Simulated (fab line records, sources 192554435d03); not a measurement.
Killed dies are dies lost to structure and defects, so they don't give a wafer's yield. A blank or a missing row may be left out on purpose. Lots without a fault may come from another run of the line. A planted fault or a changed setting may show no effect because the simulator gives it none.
Which tool did it? | flow n5_finfet | 11 lots, 33 wafers sampled, at 3 steps of a route of 1938

WHAT THE GAUGES READ, wafer by wafer
N5_BEOL_M11_INSPECT_13: inspects for defects (brightfield).
lot  | measured     | on                | raw_defect_count
L428 | day 11 00:59 | defect_inspect-01 | 368 386 326
L425 | day 11 07:35 | defect_inspect-01 | 264 312 341
L426 | day 11 16:05 | defect_inspect-02 | 347 463 471
L431 | day 12 22:10 | defect_inspect-01 | 273 296 308
L433 | day 12 21:58 | defect_inspect-01 | 385 347 281
L432 | day 12 23:07 | defect_inspect-01 | 427 360 398
L436 | day 13 14:31 | defect_inspect-01 | 454 358 417
L437 | day 14 01:40 | defect_inspect-01 | 328 438 379
L439 | day 14 04:06 | defect_inspect-01 | 490 564 406
L445 | day 15 20:35 | defect_inspect-01 | 492 406 324
L447 | day 16 06:52 | defect_inspect-01 | 516 658 419

WHICH TOOL RAN EACH LOT (tool, then ch and the chambers of the sampled wafers, then the start)
lot  | N5_BEOL_M10_ALD_74                  | N5_BEOL_M11_COAT_59
L428 | ald_metal-04 ch 0,2,3, day 10 20:56 | litho_track-02 ch 0, day 11 00:34
L425 | ald_metal-04 ch 2,3, day 11 01:39   | litho_track-05 ch 0, day 11 07:17
L426 | ald_metal-01 ch 0,2,3, day 11 11:55 | litho_track-01 ch 0, day 11 15:40
L431 | ald_metal-03 ch 0,1,2, day 12 17:53 | litho_track-05 ch 0, day 12 21:44
L433 | ald_metal-01 ch 0,2,3, day 12 17:57 | litho_track-05 ch 0, day 12 21:30
L432 | ald_metal-01 ch 1,2,3, day 12 19:13 | litho_track-02 ch 0, day 12 22:42
L436 | ald_metal-01 ch 1,2,3, day 13 11:06 | litho_track-01 ch 0, day 13 14:13
L437 | ald_metal-04 ch 1,2,3, day 13 22:06 | litho_track-01 ch 0, day 14 01:15
L439 | ald_metal-03 ch 1,2,3, day 13 23:02 | litho_track-01 ch 0, day 14 03:40
L445 | ald_metal-03 ch 1,2,3, day 15 16:44 | litho_track-05 ch 0, day 15 20:10
L447 | ald_metal-03 ch 0,1,2, day 16 01:50 | litho_track-05 ch 0, day 16 06:34
- N5_BEOL_M10_ALD_74: deposits TaN, target thk 2 nm, pulse time 2 s, purge time 3 s.
- N5_BEOL_M11_COAT_59: time 60 s, resist thk 100 nm.

THE ANSWER, worked out from the rows above alone
Rule: what is usual is taken from the lots themselves. Put in order of their means at a reading, lots are off if they are a third of the lots or fewer, leave a main group of 4 or more, and stand apart from it by a gap of 3 or more times the standard deviation of the main group's means; of several such gaps the widest counts. A main group whose means are all the same, to the digits that the tables above print for the reading, isn't used. A lot without any number at a reading at which 4 lots or more have one is off too. The other lots that the step has rows for count as sound.
No lot is off at any reading shown: from this, nothing can be told.

WHAT THE SIMULATOR HAD PUT IN
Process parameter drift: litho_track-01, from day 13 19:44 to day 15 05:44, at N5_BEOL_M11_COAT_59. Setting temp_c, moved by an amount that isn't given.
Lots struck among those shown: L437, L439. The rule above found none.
